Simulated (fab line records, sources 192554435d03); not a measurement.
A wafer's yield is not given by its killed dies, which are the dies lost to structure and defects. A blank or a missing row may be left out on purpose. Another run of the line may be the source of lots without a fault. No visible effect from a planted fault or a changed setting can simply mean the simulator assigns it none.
Problem report, 8D (eight disciplines) form, completed by code    flow n5-finfet    the parts of the form that need people (team, actions taken, sign-off) are left out

== 1. THE ISSUE ==
COMB_M8_max_site at N5_BEOL_M15_RC_MEAS_101 reads a mean of 1.3e-10 S/m on 2 wafers of 2 lots; wafers without a fault read 3.7e-11 S/m with a standard deviation of 7.9e-12. That is +12 standard deviations from the usual mean.
Earliest sighting: wafer L589.2 on prober-01 at day 17 03:59. The record has a number at this step for 21 wafers belonging to 7 lots. The rule behind "out" and "out of limits": a value lying over 4 standard deviations away from the usual mean. The rest of the wafers with a number are treated as sound.

== 2. WHAT IT IS, WHAT IT ISN'T ==
question                     is                 is not
which readings at this step  COMB_M8_max_site   COMB_M10, COMB_M11, COMB_M12, COMB_M13, COMB_M14, COMB_M15, COMB_M5, COMB_M6, COMB_M7, COMB_M9, COMB_M9_max_site, SERP_M10, SERP_M12, SERP_M14, SERP_M6, SERP_M7, SERP_M8, SERP_M8_max_site, SERP_M9
which lots                   L586, L589         L567, L576, L577, L578, L579
which wafers of those lots   L586.3, L589.2     L586.4, L586.6, L589.4, L589.5
read on which gauges         prober-01          prober-02
when                         from day 17 03:59  up to then (17 sound wafers); but 2 sound wafers of L586 came after

== 3. SUSPECTS, AND WHAT RULES EACH OUT ==
Counting: if a tool at a process step up to the reading ran every lot that is out, it stays a suspect. Sound lots after the first of them don't rule it out here, since some wafers of a struck lot are sound.
- the gauge at N5_BEOL_M15_RC_MEAS_101: kept. All the wafers that are out were read on prober-01, and no step on other tools shows them out.
- ald-metal-02 at N5_BEOL_M8_ALD_77 (deposits TaN, target thk 2 nm, pulse time 2 s, purge time 3 s): kept. It ran every lot that is out, first L586 (day 14 21:34); its last sound lot up to then is L578 (day 12 06:00).
- At N5_BEOL_M8_ALD_77, inside ald-metal-02: chamber 3 took the wafers that are out, while their sound lot-mates went through chambers 0, 2.
After counting, ald-metal-02 at N5_BEOL_M8_ALD_77 and prober-01 at N5_BEOL_M15_RC_MEAS_101 remain.

== 4. THE CAUSE (what the simulator had put in) ==
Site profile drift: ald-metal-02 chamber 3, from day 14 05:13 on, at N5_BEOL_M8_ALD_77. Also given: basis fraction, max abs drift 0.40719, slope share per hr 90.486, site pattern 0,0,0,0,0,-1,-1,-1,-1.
Counting leaves 2 suspects; this tool is one of them.

== 5. THE EFFECT CHAIN, in route order ==
Each row: a reading whose mean over the struck wafers that have a number lies more than 3 standard deviations from the usual. Only readings whose record carries a usual standard deviation are examined. hours: median over the lots of the time between each lot's start at the first step of this table that gives one and its start at this step. sigmas: the change, counted in usual standard deviations.
hours  step                     reading             usual        on struck wafers  change    sigmas
0      N5_BEOL_M15_RC_MEAS_101  COMB_M8_max_site    3.7e-11 S/m  1.3e-10           +9.7e-11  +12
14     N5_PASSIVATION_PROBE_49  sort_bin_4_leakage  0.00 %       0.25              +0.25     +36
Process steps it contains:
- N5_PASSIVATION_PROBE_49

== 6. WHAT WOULD HAVE CAUGHT IT SOONER ==
71 hours passed between the start of the fault at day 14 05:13 and the first reading out of limits at a measuring or inspecting step in this record, taken at day 17 03:59.
An alarm limit of 4 standard deviations would not have fired on the tool readings at N5_BEOL_M8_ALD_77 for which the record gives a usual standard deviation, since none of them was out on any struck wafer.
Each of the lots that are out, 2 in all, had begun N5_BEOL_M8_ALD_77 on ald-metal-02 no later than day 17 03:59. Tool hold at that time: it would have spared none of them.
